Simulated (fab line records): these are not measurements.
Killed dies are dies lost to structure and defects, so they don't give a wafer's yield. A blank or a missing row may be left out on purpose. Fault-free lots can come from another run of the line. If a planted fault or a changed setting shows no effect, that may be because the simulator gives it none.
Chamber matching ; flow n5 finfet ; N5_BEOL_M10_STRIP_67 on rie diel-02 has 4 sister chambers
The step strips in CF4. 8 wafers are shown with their chamber, then 7 later ones without.

WAFERS PAIRED WITH THEIR CHAMBERS
wafer;chamber;showerhead plenum p Torr (Torr);drypump motor current A (A)
L080.3;0;1.74;5.0
L080.4;1;1.75;5.5
L080.5;2;1.74;6.2
L083.2;3;1.78;6.0
L083.5;0;1.74;5.0
L083.6;3;1.78;6.0
L089.1;1;1.75;5.5
L089.4;2;1.73;6.3

WAFERS WITH NO CHAMBER GIVEN
wafer;showerhead plenum p Torr (Torr);drypump motor current A (A)
L089.5;1.74;5.1
L093.3;1.74;5.5
L093.4;1.73;6.3
L093.6;1.74;5.5
L096.2;1.77;6.0
L096.4;1.74;5.5
L096.6;1.77;5.9

EACH ONE'S CHAMBER
wafer;from the rows above;in truth
L089.5;0;0
L093.3;1;1
L093.4;2;2
L093.6;1;1
L096.2;3;3
L096.4;1;1
L096.6;3;3
Correctly placed: 7 of 7. From these rows, 0 cannot be placed. Number placed wrongly: 0.
How it was worked out, from the rows above alone: a wafer's distance from a chamber is the root of the sum, over the readings, of the square of ((its reading less the chamber's mean) divided by the reading's scatter). The wafer belongs to the nearest chamber; if the next one is less than 2 further off, it can't be placed. A chamber's mean is the mean of its shown wafers. The scatter is the square root of a quotient: the sum, over the shown wafers, of each reading's squared deviation from its chamber's mean, divided by wafers minus chambers.
